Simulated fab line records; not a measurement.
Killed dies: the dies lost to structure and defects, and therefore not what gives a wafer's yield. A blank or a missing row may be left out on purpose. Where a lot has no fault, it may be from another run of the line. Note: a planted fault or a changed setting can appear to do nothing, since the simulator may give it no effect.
Chamber matching | flow n5 finfet | 4 sister chambers for N5_BEOL_M9_VIA_ETCH_34 on rie diel-05
The step etches SiCOH lowk in C4F6/O2, target depth 182.4 nm, time 68.4 s. 16 wafers are shown with their chamber, then 8 later ones without.

== EACH WAFER AND ITS CHAMBER ==
wafer  | chamber | drypump motor current A (A) | showerhead plenum p Torr (Torr) | rf vpp V (V)
L077.2 | 1       | 6.7                         | 2.75                            | 648
L077.4 | 3       | 5.0                         | 3.00                            | 660
L077.5 | 0       | 6.7                         | 2.72                            | 671
L078.1 | 0       | 6.7                         | 2.72                            | 671
L078.3 | 2       | 5.3                         | 2.94                            | 666
L078.5 | 2       | 5.3                         | 2.94                            | 665
L080.2 | 3       | 4.9                         | 3.00                            | 659
L080.3 | 1       | 6.7                         | 2.75                            | 649
L080.4 | 2       | 5.3                         | 2.94                            | 665
L090.1 | 1       | 6.7                         | 2.74                            | 648
L090.3 | 0       | 6.7                         | 2.71                            | 672
L090.6 | 2       | 5.3                         | 2.93                            | 666
L085.2 | 0       | 6.7                         | 2.71                            | 672
L085.4 | 1       | 6.7                         | 2.74                            | 648
L085.6 | 2       | 5.3                         | 2.93                            | 664
L091.1 | 1       | 6.7                         | 2.74                            | 647

SIGNATURES (averages over the wafers above)
reading                  | chamber 0 | chamber 1 | chamber 2 | chamber 3 | scatter within a chamber
drypump motor current A  | 6.700     | 6.700     | 5.300     | 4.950     | 0.0204
showerhead plenum p Torr | 2.7150    | 2.7440    | 2.9360    | 3.0000    | 0.00532
rf vpp V                 | 671.50    | 648.00    | 665.20    | 659.50    | 0.725
Rule: a wafer's distance from a chamber is the root of the sum, over the readings, of the square of ((its reading less the chamber's mean) divided by the reading's scatter). The wafer belongs to the nearest chamber; if the next one is less than 2 further off, it can't be placed. The scatter: the root of (the sum of the squares of (reading less its chamber's mean) over the shown wafers, divided by (wafers less chambers)).

== WAFERS WHOSE CHAMBER IS MISSING ==
wafer  | drypump motor current A (A) | showerhead plenum p Torr (Torr) | rf vpp V (V)
L091.2 | 5.0                         | 2.99                            | 658
L091.3 | 5.3                         | 2.93                            | 665
L096.1 | 5.0                         | 2.99                            | 659
L096.4 | 5.0                         | 2.99                            | 659
L096.5 | 5.3                         | 2.92                            | 665
L097.1 | 6.7                         | 2.74                            | 647
L097.3 | 6.7                         | 3.05                            | 682
L097.6 | 6.7                         | 3.05                            | 684

== EACH ONE'S CHAMBER ==
wafer  | from the rows above | in truth
L091.2 | 3                   | 3
L091.3 | 2                   | 2
L096.1 | 3                   | 3
L096.4 | 3                   | 3
L096.5 | 2                   | 2
L097.1 | 1                   | 1
L097.3 | 0                   | 0
L097.6 | 0                   | 0
Correctly placed: 8 of 8. Can't be placed from these rows: 0. Wrongly placed: 0.
